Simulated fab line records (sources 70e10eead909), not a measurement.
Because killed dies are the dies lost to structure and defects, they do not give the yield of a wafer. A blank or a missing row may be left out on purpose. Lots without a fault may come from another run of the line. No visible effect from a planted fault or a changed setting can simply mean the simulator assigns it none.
fab line records    flow nand-harc
[record] lots = 5  wafers = 15  last-day = 24
route steps=1159 shown P_BONDPAD@365 A_START@389 A_ZERO_WELL@390 END@1159
lots that met no fault: taken from a fault-free run of the same line
start-h: hours from the record's opening day to when the first of the lot's shown wafers began    wait-h: time in hours since the lot's previous step    " repeats the value in the row above    L1.1+2: a single row standing in for several wafers    - value missing, or start not given    * or withheld: withheld    < > ~ a bound
route shown NAME@n: NAME is a module with steps in the file, n the number in the route of the first one    usual: mean/standard deviation taken from wafers without a fault    same: alike in all rows    chamber/n: place in a boat    sites: readings site by site    _std_site: how widely they spread, as a standard deviation    _edge_site: inner sites' mean taken away from outer sites' mean    radius-mm: how far each site lies from the wafer's centre    mask NAME#n: copy n    behind: the tool/chamber that last shaped the wafer    hold: reason for holding the lot/hours on hold/outcome of the hold    device: whichever transistor did not switch (one of n, p or np)    end of line: the tests these same wafers got at the end of their route    step lacking rows: just its recipe    killed: count of dies lost to structure and defects at first sort (not the wafer's yield)    map: dies across one wafer; x = killed, . = not, _ = none there
set.NAME: setting as actually run; set.NAME@STEP: the setting as run at that earlier step    model.NAME: the simulator's own value behind a step, which no gauge read
a table for each step, a row for each wafer; lots at some steps of the route
services: a tool's chamber out of use, with start hour (start-h, from the record's first day; less than 0 if before it), hours out, and reason
[[steps]]
[step NHARC_P_BONDPAD_OVL_MEAS_38]
[usual] overlay-x-nm = 2/5.3  overlay-y-nm = 1/6.4
lot.wafer  tool        chamber  start-h  wait-h  overlay-x-nm  overlay-y-nm
L545.1     overlay-02  -        152.93   -       5             -3
L545.3     "           -        "        "       4             -2
L545.6     "           -        "        "       5             -2
L548.3     overlay-01  -        162.23   -       4             -10
L548.5     "           -        "        "       4             -10
L548.6     "           -        "        "       4             -10
L550.1     overlay-02  -        172.73   -       10            4
L550.2     "           -        "        "       9             5
L550.3     "           -        "        "       9             5
L555.2     overlay-02  -        202.96   -       -6            5
L555.3     "           -        "        "       -6            5
L555.4     "           -        "        "       -6            5
L561.3     overlay-02  -        252.83   -       -1            2
L561.4     "           -        "        "       -1            2
L561.5     "           -        "        "       -1            2
[step NHARC_P_BONDPAD_HARDBAKE_10]
[recipe] temp-c = 118  time-s = 65
[step NHARC_P_BONDPAD_DESCUM_11]
[recipe] time-s = 3  o2-flow-sccm = 200  ar-flow-sccm = 0  bias-power-w = 0  chemistry = O2
[step NHARC_P_BONDPAD_ETCH_37]
[recipe] target-depth-a = 600  overetch-a = 180  time-s = 65.91  ion-energy-ev = 200  n2-flow-sccm = 150  h2-flow-sccm = 150  ar-flow-sccm = 0  rf-w = 400  bias-w = 150  chemistry = N2/H2
[step NHARC_P_BONDPAD_ETCH_12]
[recipe] target-depth-a = 2000  time-s = 100  chf3-flow-sccm = 50  o2-flow-sccm = 10  ar-flow-sccm = 200  rf-w = 500  bias-w = 200  chemistry = CHF3/O2
[step NHARC_P_BONDPAD_CD_MEAS_13]
[usual] cd-nm = 499.1/2.9
lot.wafer  tool       chamber  start-h  wait-h  cd-nm
L545.1     cd-sem-02  -        153.37   -       499.4
L545.3     "          -        "        "       501.6
L545.6     "          -        "        "       502.5
L548.3     cd-sem-03  -        162.67   -       494.8
L548.5     "          -        "        "       496.9
L548.6     "          -        "        "       501.1
L550.1     cd-sem-03  -        173.17   -       501.3
L550.2     "          -        "        "       499.3
L550.3     "          -        "        "       500.1
L555.2     cd-sem-02  -        203.40   -       494.4
L555.3     "          -        "        "       493.2
L555.4     "          -        "        "       490.2
L561.3     cd-sem-03  -        253.32   -       500.7
L561.4     "          -        "        "       498.8
L561.5     "          -        "        "       496.8
[step NHARC_P_BONDPAD_STRIP_15]
[recipe] o2-flow-sccm = 500  ar-flow-sccm = 0  bias-w = 0  chemistry = O2
[usual] chamber-pressure-mTorr = 60.00/0.058  drypump-motor-current-A = 5.4/0.41  o2-flow-sccm = 499.9/1.4  oes-product-au = 0.991/0.01  rf-vpp-V = 58.0/0.86  showerhead-plenum-p-Torr = 3.58/0.091  throttle-valve-pct = 17.036/0.0098
lot.wafer  tool         chamber  start-h  wait-h  chamber-pressure-mTorr  drypump-motor-current-A  o2-flow-sccm  oes-product-au  rf-hours-counter-h  rf-vpp-V  showerhead-plenum-p-Torr  throttle-valve-pct
L545.1     rie-diel-06  3        153.47   0.1     59.95                   4.9                      501.8         0.992           28                  58.7      3.71                      17.041
L545.3     "            0        "        "       60.02                   5.7                      500.8         0.996           29                  58.3      3.63                      17.038
L545.6     "            1        "        "       60.04                   5.7                      499.3         0.988           -                   58.5      3.47                      17.048
L548.3     rie-diel-06  0        162.78   0.1     59.97                   5.7                      502.2         0.984           33                  58.7      3.62                      17.031
L548.6     "            2        "        "       60.10                   5.5                      498.4         0.998           -                   58.6      3.72                      17.036
L548.5     "            3        "        "       59.92                   4.8                      499.2         0.995           -                   57.9      3.71                      17.057
L550.1     rie-diel-04  0        173.26   0.1     60.04                   6.0                      500.3         0.994           6                   56.5      3.61                      17.039
L550.3     "            1        "        "       59.97                   5.3                      496.6         0.989           5                   57.0      3.47                      17.022
L550.2     "            2        "        "       59.95                   4.8                      499.1         0.982           5                   59.0      3.62                      17.045
L555.2     rie-diel-04  0        203.47   0.1     59.97                   6.0                      504.1         0.995           8                   57.3      3.61                      17.029
L555.3     "            2        "        "       59.93                   4.9                      500.0         1.001           7                   57.8      3.62                      17.042
L555.4     "            3        "        "       60.13                   5.3                      501.7         1.001           7                   58.6      3.63                      17.036
L561.4     rie-diel-04  0        253.40   0.1     59.93                   6.0                      499.8         0.976           13                  56.8      3.60                      17.058
L561.3     "            2        "        "       59.95                   4.9                      499.0         0.998           12                  58.4      3.62                      17.033
L561.5     "            3        "        "       60.12                   5.4                      501.0         1.005           -                   57.4      3.62                      17.035
[step NHARC_P_BONDPAD_ETCH_24]
[recipe] target-depth-a = 300  over-etch-frac = 0.3  time-s = 72.99  ion-energy-ev = 150  cf4-flow-sccm = 50  n2-flow-sccm = 100  ar-flow-sccm = 150  rf-w = 300  bias-w = 100  chemistry = CF4/N2
[usual] chamber-pressure-mTorr = 30.001/0.026  drypump-motor-current-A = 5.4/0.41  oes-product-au = 0.987/0.0087  rf-vpp-V = 314.8/1.5  showerhead-plenum-p-Torr = 2.67/0.071  throttle-valve-pct = 19.795/0.0084
lot.wafer  tool         chamber  start-h  wait-h  chamber-pressure-mTorr  drypump-motor-current-A  oes-product-au  rf-hours-counter-h  rf-vpp-V  showerhead-plenum-p-Torr  throttle-valve-pct
L545.3     rie-diel-06  2        -        -       30.006                  5.5                      0.994           29                  315.3     2.77                      19.789
L545.1     "            0        "        "       30.000                  5.6                      0.997           29                  315.1     2.70                      19.790
L545.6     "            2        "        "       30.027                  5.5                      1.001           -                   316.9     2.78                      19.799
L548.3     rie-diel-06  0        -        -       29.988                  5.7                      0.986           33                  316.5     2.70                      19.789
L548.5     "            0        "        "       30.035                  5.7                      0.989           -                   314.5     2.70                      19.796
L548.6     "            1        "        "       29.994                  5.7                      1.001           -                   312.3     2.58                      19.802
L550.2     rie-diel-04  3        -        -       30.040                  5.3                      0.987           5                   315.4     2.70                      19.789
L550.1     "            0        "        "       30.013                  6.1                      0.992           6                   316.5     2.69                      19.787
L550.3     "            2        "        "       30.044                  4.8                      0.986           5                   315.7     2.70                      19.787
L555.2     rie-diel-04  1        -        -       29.994                  5.3                      0.988           8                   313.0     2.58                      19.795
L555.4     "            2        "        "       29.984                  4.8                      0.980           7                   315.4     2.70                      19.797
L555.3     "            3        "        "       30.046                  5.3                      0.988           7                   317.7     2.70                      19.798
L561.3     rie-diel-04  2        -        -       29.998                  4.9                      0.995           12                  314.8     2.70                      19.812
L561.4     "            0        "        "       30.030                  6.1                      0.983           13                  316.0     2.68                      19.809
L561.5     "            1        "        "       29.976                  5.3                      0.975           -                   313.9     2.58                      19.792
[step NHARC_P_BONDPAD_STRIP_16]
[recipe] time-s = 600  temp-c = 30  chemistry = post-etch-residue-remover
[step NHARC_P_BONDPAD_DEGAS_25]
[recipe] temp-c = 300  time-s = 60
[step NHARC_P_BONDPAD_PRE_CLEAN_26]
[recipe] time-s = 30  temp-c = 280  gas = H2/He
[step NHARC_P_BONDPAD_PVD_17]
[recipe] target-thk-a = 50  bias-v = 168.6  power-w = 15000  chamber-pressure-pa = 0.12  time-s = 8.06  substrate-temp-c = 50  material = TaN
[step NHARC_P_BONDPAD_PVD_27]
[recipe] target-thk-a = 300  chamber-pressure-pa = 5  power-w = 5000  substrate-temp-c = 30  time-s = 20.49  material = Cu
[usual] chamber-pressure-pa = 4.999/0.009  throttle-valve-pct = 30.2/0.87
lot.wafer  tool            chamber  start-h  wait-h  chamber-pressure-pa  throttle-valve-pct
L545.1     pvd-sputter-01  -        154.21   -       4.987                29.1
L545.3     "               -        "        "       5.008                30.1
L545.6     "               -        "        "       5.013                29.6
L548.3     pvd-sputter-03  -        163.56   -       4.996                30.8
L548.5     "               -        "        "       4.991                29.8
L548.6     "               -        "        "       4.997                31.6
L550.3     pvd-sputter-03  -        174.03   -       4.995                29.7
L550.1     "               -        "        "       4.996                31.9
L550.2     "               -        "        "       5.000                29.9
L555.4     pvd-sputter-01  -        204.26   -       5.003                29.2
L555.2     "               -        "        "       4.994                28.8
L555.3     "               -        "        "       5.003                30.2
L561.3     pvd-sputter-03  -        254.16   -       5.009                31.8
L561.4     "               -        "        "       4.994                29.4
L561.5     "               -        "        "       4.998                29.8
[step NHARC_P_BONDPAD_ECD_18]
[recipe] target-thk-a = 4000  bath-temp-c = 25  material = Cu
[step NHARC_P_BONDPAD_ANNEAL_28]
[recipe] temp-c = 225  time-s = 90
[usual] wafer_temp_C_max = 226.0/0.32
lot.wafer  tool           chamber  start-h  wait-h  wafer_temp_C_max
L545.1     rtp-anneal-01  0        154.72   -       225.9
L545.3     "              0        "        "       226.2
L545.6     "              0        "        "       226.3
L548.3     rtp-anneal-01  0        164.16   -       226.1
L548.5     "              0        "        "       226.3
L548.6     "              0        "        "       226.0
L550.1     rtp-anneal-01  0        174.53   0.3     225.8
L550.2     "              0        "        "       226.2
L550.3     "              0        "        "       226.5
L555.2     rtp-anneal-01  0        204.88   -       226.2
L555.3     "              0        "        "       226.5
L555.4     "              0        "        "       225.8
L561.3     rtp-anneal-01  0        254.84   -       226.3
L561.4     "              0        "        "       226.2
L561.5     "              0        "        "       226.0
[step NHARC_P_BONDPAD_CMP_19]
[recipe] t-overpolish-s = 30  cu-recess-touch-s = 16  target-thk-nm = 160.81
[step NHARC_P_BONDPAD_SRD_21]
[recipe] time-s = 30  temp-c = 23  dry-time-s = 20  spin-rpm = 1500
[step NHARC_P_BONDPAD_INSPECT_23]
[usual] raw-defect-count = 339/140
lot.wafer  tool               chamber  start-h  wait-h  raw-defect-count
L545.1     defect-inspect-02  -        155.59   0.0     471
L545.3     "                  -        "        "       222
L545.6     "                  -        "        "       455
L548.3     defect-inspect-02  -        164.96   0.0     364
L548.5     "                  -        "        "       200
L548.6     "                  -        "        "       234
L550.1     defect-inspect-01  -        175.44   0.0     153
L550.2     "                  -        "        "       199
L550.3     "                  -        "        "       164
L555.2     defect-inspect-02  -        206.02   0.0     256
L555.3     "                  -        "        "       285
L555.4     "                  -        "        "       690
L561.3     defect-inspect-01  -        255.60   0.0     430
L561.4     "                  -        "        "       409
L561.5     "                  -        "        "       326
[step NHARC_P_BONDPAD_ACTIVATE_29]
[recipe] time-s = 60  n2-flow-sccm = 200  ar-flow-sccm = 0  bias-power-w = 0  chemistry = N2
[step NHARC_P_BONDPAD_PRECLEAN_30]
[recipe] time-s = 300  temp-c = 23  chemistry = DIW
[step NHARC_P_BONDPAD_SRD_31]
[recipe] time-s = 30  temp-c = 23  dry-time-s = 20  spin-rpm = 1500
[step NHARC_A_START_INSPECT_01]
[usual] raw-defect-count = 3.5/1.8
lot.wafer  tool               chamber  start-h  wait-h  raw-defect-count
L545.1     defect-inspect-01  -        156.06   -       3
L545.3     "                  -        "        "       5
L545.6     "                  -        "        "       2
L548.3     defect-inspect-02  -        165.43   -       4
L548.5     "                  -        "        "       3
L548.6     "                  -        "        "       4
L550.1     defect-inspect-01  -        175.90   -       2
L550.2     "                  -        "        "       3
L550.3     "                  -        "        "       2
L555.2     defect-inspect-02  -        206.49   -       2
L555.3     "                  -        "        "       2
L555.4     "                  -        "        "       3
L561.3     defect-inspect-01  -        256.10   -       2
L561.5     "                  -        "        "       1
[step NHARC_A_ZERO_WELL_PRECLEAN_00]
[recipe] time-s = 600  temp-c = 120  chemistry = SPM
[step NHARC_A_ZERO_WELL_SRD_01]
[step NHARC_A_ZERO_WELL_DEHYDRATE_02]
[recipe] temp-c = 150  time-s = 120
[step NHARC_A_ZERO_WELL_HMDS_03]
[recipe] time-s = 30
[step NHARC_A_ZERO_WELL_COAT_18]
[recipe] temp-c = 200  time-s = 65
[step NHARC_A_ZERO_WELL_COAT_04]
[recipe] spin-rpm = 2000  resist-thk-nm = 600
[step NHARC_A_ZERO_WELL_SOFTBAKE_05]
[recipe] temp-c = 125  time-s = 70
[step NHARC_A_ZERO_WELL_EBR_06]
[step NHARC_A_ZERO_WELL_EXPOSE_07]
[recipe] na = 0.55  dose-mj = 33.85  mask-id = A_ZERO
[step NHARC_A_ZERO_WELL_PEB_08]
[recipe] peb-temp-c = 128  peb-time-s = 80
[step NHARC_A_ZERO_WELL_DEVELOP_09]
[recipe] time-s = 50  dev-temp-c = 22
[step NHARC_A_ZERO_WELL_CD_MEAS_10]
[recipe] target-cd-nm = 2000  landing-energy-ev = 500
[usual] cd-nm = 1998.5/2.1
[same] landing-energy-ev = 500
lot.wafer  tool       chamber  start-h  wait-h  cd-nm
L545.1     cd-sem-02  0        156.96   -       2000.5
L545.3     "          0        "        "       2000.5
L545.6     "          0        "        "       1996.5
L548.3     cd-sem-01  0        166.27   -       2000.0
L548.5     "          0        "        "       1994.8
L548.6     "          0        "        "       1996.9
L550.1     cd-sem-02  0        176.62   -       1996.5
L550.2     "          0        "        "       2002.0
L550.3     "          0        "        "       2001.2
L555.2     cd-sem-03  0        207.34   -       2002.3
L555.3     "          0        "        "       2001.2
L555.4     "          0        "        "       1998.0
L561.3     cd-sem-01  0        256.95   -       1999.1
L561.5     "          0        "        "       1996.7
[step NHARC_A_ZERO_WELL_HARDBAKE_11]
[recipe] temp-c = 118  time-s = 65
[step NHARC_A_ZERO_WELL_DESCUM_12]
[recipe] time-s = 3  o2-flow-sccm = 200  ar-flow-sccm = 0  bias-power-w = 0  chemistry = O2
[step NHARC_A_ZERO_WELL_ETCH_19]
[recipe] target-depth-a = 800  overetch-a = 240  time-s = 87.88  ion-energy-ev = 200  n2-flow-sccm = 150  h2-flow-sccm = 150  ar-flow-sccm = 0  rf-w = 400  bias-w = 150  chemistry = N2/H2
[usual] chamber-pressure-mTorr = 30.003/0.028  drypump-motor-current-A = 5.9/0.52  oes-product-au = 0.994/0.012  rf-vpp-V = 432.0/2.2  showerhead-plenum-p-Torr = 2.09/0.074  throttle-valve-pct = 14.171/0.009
lot.wafer  tool         chamber  start-h  wait-h  chamber-pressure-mTorr  drypump-motor-current-A  oes-product-au  rf-hours-counter-h  rf-vpp-V  showerhead-plenum-p-Torr  throttle-valve-pct
L545.1     rie-diel-11  3        157.21   0.1     29.987                  6.6                      0.983           8                   431.3     2.10                      14.167
L545.3     "            1        "        "       29.973                  5.8                      0.987           8                   431.6     2.12                      14.175
L545.6     "            3        "        "       29.981                  6.6                      0.987           -                   432.2     2.10                      14.175
L548.3     rie-diel-01  1        166.53   0.1     30.037                  6.3                      0.987           2                   435.1     2.18                      14.160
L548.6     "            2        "        "       30.029                  6.5                      1.022           -                   431.4     2.08                      14.179
L548.5     "            3        "        "       30.006                  5.4                      0.986           -                   428.8     1.99                      14.155
L550.2     rie-diel-01  0        176.87   0.1     30.013                  6.0                      0.996           2                   432.6     2.10                      14.177
L550.3     "            1        "        "       29.952                  6.3                      0.993           3                   435.3     2.18                      14.170
L550.1     "            3        "        "       30.017                  5.4                      0.989           2                   429.3     1.99                      14.170
L555.2     rie-diel-02  3        207.59   0.1     29.951                  5.5                      1.004           5                   434.3     2.19                      14.183
L555.4     "            0        "        "       29.998                  5.9                      1.010           5                   428.7     1.95                      14.186
L555.3     "            1        "        "       29.958                  5.0                      1.000           5                   432.7     2.10                      14.177
L561.3     rie-diel-11  2        257.20   0.1     30.053                  6.5                      0.991           3                   433.2     2.07                      14.176
L561.5     "            3        "        "       30.016                  6.6                      0.970           -                   432.6     2.10                      14.180
[step NHARC_A_ZERO_WELL_ETCH_13]
[recipe] target-depth-a = 1200  time-s = 40.1  hbr-flow-sccm = 150  cl2-flow-sccm = 50  rf-w = 400  icp-w = 400  bias-w = 100  chemistry = HBr/Cl2
[usual] chamber-pressure-mTorr = 15.002/0.015  drypump-motor-current-A = 5.6/0.52  oes-product-au = 1.002/0.01  throttle-valve-pct = 26.406/0.009
lot.wafer  tool       chamber  start-h  wait-h  chamber-pressure-mTorr  drypump-motor-current-A  oes-product-au  rf-hours-counter-h  throttle-valve-pct
L545.1     rie-si-02  0        157.32   -       15.013                  4.6                      1.014           0.9                 26.412
L545.3     "          1        "        "       14.993                  5.6                      1.013           0.8                 26.420
L545.6     "          0        "        "       14.986                  4.6                      1.014           -                   26.402
L548.3     rie-si-03  2        166.66   -       15.021                  6.2                      1.006           0.0                 26.408
L548.5     "          0        "        "       15.022                  6.3                      0.990           -                   26.413
L548.6     "          1        "        "       15.018                  5.3                      0.998           -                   26.416
L550.2     rie-si-02  2        176.99   -       15.003                  5.7                      1.003           0.9                 26.400
L550.1     "          3        "        "       14.999                  6.3                      1.004           0.9                 26.408
L550.3     "          1        "        "       14.989                  5.6                      1.028           1.0                 26.416
L555.2     rie-si-02  1        207.71   -       14.988                  5.6                      1.020           1.3                 26.411
L555.3     "          2        "        "       14.984                  5.7                      1.001           1.2                 26.405
L555.4     "          3        "        "       14.988                  6.3                      1.007           1.1                 26.406
L561.3     rie-si-02  2        257.33   -       14.997                  5.6                      0.994           0.2                 26.410
L561.5     "          1        "        "       15.024                  5.6                      1.003           -                   26.418
[step NHARC_A_ZERO_WELL_STRIP_14]
[recipe] time-s = 900  temp-c = 130  chemistry = SPM
[step NHARC_END_SORT_01]
[recipe] temp-c = 25
[usual] defect-limited-yield = 95.7/1.2  killed-at-array = 25/7.8  killed-at-other = 0.6/0.81  killed-at-periphery = 3.3/2.2  killed-dies = 29/8.2  killed-open = 3.5/1.9  killed-short = 1.8/1.3  sort_bin_2_pct = 1.3/0.5  sort_bin_3_pct = 0.23/0.21  sort_bin_4_pct = 2.8/0.9  sort-n-pass = 648/8.2  sort-rim-yield-pct = 94.3/2.8  sort-yield-pct = 95.7/1.2
[same] gross-dies = 677  sort_bin_5_pct[%] = 0  sort_bin_6_pct[%] = 0  sort_bin_7_pct[%] = 0  sort_bin_8_pct[%] = 0  sort-rim-n-gross = 106.00
lot.wafer  tool       chamber  start-h  wait-h  defect-limited-yield[%]  killed-at-array  killed-at-other  killed-at-periphery  killed-dies  killed-open  killed-short  sort_bin_2_pct[%]  sort_bin_3_pct[%]  sort_bin_4_pct[%]  sort-n-pass  sort-rim-yield-pct[%]  sort-yield-pct[%]
L550.1     prober-01  0        471.20   2.5     95.6                     22               0                8                    30           4            2             1.8                0.15               2.5                647          88.7                   95.6
L550.2     prober-01  0        471.99   2.8     96.5                     20               1                3                    24           4            2             1.0                0.44               2.1                653          94.3                   96.5
L550.3     prober-01  0        472.77   3.1     96.6                     17               1                5                    23           0            2             1.0                0.30               2.1                654          94.3                   96.6
L548.3     prober-01  0        480.53   3.1     95.9                     27               0                1                    28           5            0             0.7                0.15               3.2                649          93.4                   95.9
L548.5     prober-01  0        482.14   3.7     94.1                     37               0                3                    40           3            2             2.7                0.44               2.8                637          93.4                   94.1
L548.6     prober-01  0        482.94   4.0     95.6                     28               0                2                    30           3            3             1.2                0.15               3.1                647          91.5                   95.6
L555.3     prober-01  0        504.35   3.1     96.2                     24               1                1                    26           4            4             0.9                0.59               2.4                651          94.3                   96.2
L561.3     prober-01  0        568.27   3.1     94.8                     28               1                6                    35           6            0             1.5                0.74               3.0                642          90.6                   94.8
L561.4     prober-01  0        569.07   3.4     0                        21               2                654                  677          7            4             97.0               0.30               2.7                0            0                      0
L561.5     prober-01  0        569.87   3.7     96.8                     19               1                2                    22           1            1             1.6                0.15               1.5                655          94.3                   96.8
// killed by level:class
L550.1 A_CHANNEL_HOLE_D1:chamber-film-flake=13 P_GATE:chamber-film-flake=5 A_ONON_D1:geometric-particle:open=2 A_BONDPAD:chamber-film-flake=2 P_M0:geometric-particle:short=1 A_CHANNEL_HOLE_D1:geometric-particle:short=1 A_CONTACT:geometric-particle:open=1 A_BLC:geometric-particle:open=1
L550.2 A_CHANNEL_HOLE_D1:chamber-film-flake=7 A_BONDPAD:chamber-film-flake=3 A_CONTACT:geometric-particle:open=2 A_WL_FILL:chamber-film-flake=2 A_CONTACT:chamber-film-flake=2 P_GATE:geometric-particle:open=1 A_SOURCE_PLATE:geometric-particle:short=1 A_WL_FILL:geometric-particle:short=1
L550.3 A_CHANNEL_HOLE_D1:chamber-film-flake=7 A_BONDPAD:chamber-film-flake=6 P_GATE:chamber-film-flake=3 A_SOURCE_PLATE:geometric-particle:short=1 A_M1:geometric-particle:short=1 P_STI:chamber-film-flake=1 P_CONTACT:chamber-film-flake=1 A_WL_FILL:chamber-film-flake=1
L548.3 A_SLIT:chamber-film-flake=10 A_CHANNEL_HOLE_D1:chamber-film-flake=6 A_CONTACT:chamber-film-flake=3 A_ZERO_WELL:chamber-film-flake=2 A_CHANNEL_HOLE_D1:geometric-particle:open=1 A_WL_FILL:geometric-particle:open=1 A_CONTACT:geometric-particle:open=1 A_M0:geometric-particle:open=1
L548.5 A_CHANNEL_HOLE_D1:chamber-film-flake=17 A_SLIT:chamber-film-flake=14 P_ZERO_WELL:chamber-film-flake=2 A_CONTACT:chamber-film-flake=2 P_M0:geometric-particle:open=1 A_SOURCE_PLATE:geometric-particle:open=1 A_CHANNEL_FILL_D1:geometric-particle:short=1 A_WL_FILL:geometric-particle:short=1
L548.6 A_SLIT:chamber-film-flake=11 A_CHANNEL_HOLE_D1:chamber-film-flake=9 A_CONTACT:chamber-film-flake=3 A_M0:geometric-particle:open=2 P_CONTACT:geometric-particle:open=1 A_ONON_D1:geometric-particle:short=1 A_CHANNEL_HOLE_D1:geometric-particle:short=1 A_CHANNEL_FILL_D1:geometric-particle:short=1
L555.3 A_CHANNEL_HOLE_D1:chamber-film-flake=16 A_WL_FILL:geometric-particle:short=2 A_CHANNEL_FILL_D1:geometric-particle:open=1 A_CHANNEL_FILL_D1:geometric-particle:short=1 A_CONTACT:geometric-particle:short=1 A_CONTACT:geometric-particle:open=1 A_BLC:geometric-particle:open=1 P_CONTACT:chamber-film-flake=1
L561.3 A_CHANNEL_HOLE_D1:chamber-film-flake=17 A_CONTACT:chamber-film-flake=5 P_ZERO_WELL:chamber-film-flake=4 A_STAIRCASE:chamber-film-flake=2 P_CONTACT:geometric-particle:open=1 P_M0:geometric-particle:open=1 A_CHANNEL_FILL_D1:geometric-particle:open=1 A_BLC:geometric-particle:open=1
L561.4 P_BONDPAD:area-pvd=649 A_CHANNEL_HOLE_D1:chamber-film-flake=7 A_STAIRCASE:chamber-film-flake=3 P_CONTACT:geometric-particle:open=2 A_CHANNEL_FILL_D1:geometric-particle:open=2 A_M0:geometric-particle:open=2 A_CONTACT:chamber-film-flake=2 A_CHANNEL_HOLE_D1:geometric-particle:short=1
L561.5 A_CHANNEL_HOLE_D1:chamber-film-flake=14 P_GATE:chamber-film-flake=2 A_STAIRCASE:chamber-film-flake=2 A_WL_FILL:geometric-particle:short=1 STARTING-WAFER:geometric-particle:open=1 A_ZERO_WELL:chamber-film-flake=1 A_CONTACT:chamber-film-flake=1
// map L561.4 (x killed, . not)
____________x____________
_________xxxxxxx_________
_______xxxxxxxxxxx_______
______xxxxxxxxxxxxx______
_____xxxxxxxxxxxxxxx_____
____xxxxxxxxxxxxxxxxx____
____xxxxxxxxxxxxxxxxx____
___xxxxxxxxxxxxxxxxxxx___
___xxxxxxxxxxxxxxxxxxx___
__xxxxxxxxxxxxxxxxxxxxx__
__xxxxxxxxxxxxxxxxxxxxx__
_xxxxxxxxxxxxxxxxxxxxxxx_
_xxxxxxxxxxxxxxxxxxxxxxx_
_xxxxxxxxxxxxxxxxxxxxxxx_
_xxxxxxxxxxxxxxxxxxxxxxx_
_xxxxxxxxxxxxxxxxxxxxxxx_
xxxxxxxxxxxxxxxxxxxxxxxxx
xxxxxxxxxxxxxxxxxxxxxxxxx
xxxxxxxxxxxxxxxxxxxxxxxxx
xxxxxxxxxxxxxxxxxxxxxxxxx
xxxxxxxxxxxxxxxxxxxxxxxxx
_xxxxxxxxxxxxxxxxxxxxxxx_
_xxxxxxxxxxxxxxxxxxxxxxx_
_xxxxxxxxxxxxxxxxxxxxxxx_
_xxxxxxxxxxxxxxxxxxxxxxx_
_xxxxxxxxxxxxxxxxxxxxxxx_
__xxxxxxxxxxxxxxxxxxxxx__
__xxxxxxxxxxxxxxxxxxxxx__
___xxxxxxxxxxxxxxxxxxx___
___xxxxxxxxxxxxxxxxxxx___
____xxxxxxxxxxxxxxxxx____
____xxxxxxxxxxxxxxxxx____
_____xxxxxxxxxxxxxxx_____
______xxxxxxxxxxxxx______
_______xxxxxxxxxxx_______
_________xxxxxxx_________
____________x____________
// map L550.1 (x killed, . not)
____________.____________
_________......._________
_______........xxx_______
______.........x.x.______
_____...........xxx._____
____.x...........x...____
____............x.x..____
___......x.........x..___
___...................___
__.x..................x__
__..............x......__
_......................._
_......................._
_......................._
_......................._
_......................._
.........................
.........................
.........................
.....x...................
.........................
_......................._
_......................._
_......................._
_......................._
_.x..................x.._
__........x..x...x.....__
__.....................__
___..............x...x___
___....x...........x.x___
____.................____
____x................____
_____..............._____
______.............______
_______x.........._______
_________......._________
____________.____________
[[services]]
tool            chamber  start-h  hours  kind
rie-si-02       3        131.26   16.6   repair
pvd-sputter-03  -        131.62   1.7    repair
rie-diel-06     0        134.51   4.2    repair
rie-diel-01     -        137.80   9.0    pm
rie-diel-04     0        145.50   -      clean
rie-diel-04     1        145.50   -      clean
rie-diel-02     -        150.70   9.0    pm
rie-si-03       -        155.00   9.0    pm
pvd-sputter-01  -        156.06   3.1    repair
rie-diel-06     2        166.59   1.2    repair
rie-diel-11     -        175.26   3.2    repair
rie-diel-04     -        184.48   1.1    repair
rie-diel-11     -        189.50   9.0    pm
rie-diel-01     2        192.85   8.1    repair
pvd-sputter-01  -        195.95   5.0    repair
rie-si-03       3        210.06   6.2    repair
rie-si-02       -        211.00   9.0    pm
rie-diel-01     0        215.42   8.1    repair
rie-diel-06     2        225.22   6.5    repair
rie-diel-11     0        234.01   1.6    repair
rie-diel-11     2        234.91   3.7    repair
rie-diel-11     2        238.75   4.2    repair
rie-diel-06     2        239.20   17.2   repair
rie-diel-06     -        241.58   9.0    pm
[[key]]
[first-sign] step = NHARC_END_SORT_01  reading = killed-at-periphery  direction = up  sigmas = 99+  usual = 3.3  struck = 654
[effect] step = NHARC_END_SORT_01  reading = sort_bin_2_pct  direction = up  sigmas = 99+  usual = 1.3  struck = 97.0
[more-kills-born-at] NHARC_P_BONDPAD_PVD_27@pvd-sputter-03 = 649
met-at NHARC_P_BONDPAD_PVD_27
struck-wafers L561.4
later-rows-left-out L561.4
onset-between 174.03 254.16
[fault] kind = process-parameter-drift  tool = pvd-sputter-03  chamber = -  onset-h = 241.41  steps = NHARC_P_BONDPAD_PVD_27  channel = target-thk-a  offset = *  shape = step  end-h = 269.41  acts-in = *  stated = *  scope = struck-wafers-only
// later-rows-left-out: the simulator's readings of these wafers behind a module that went badly wrong aren't trusted and aren't shown, but for the sort
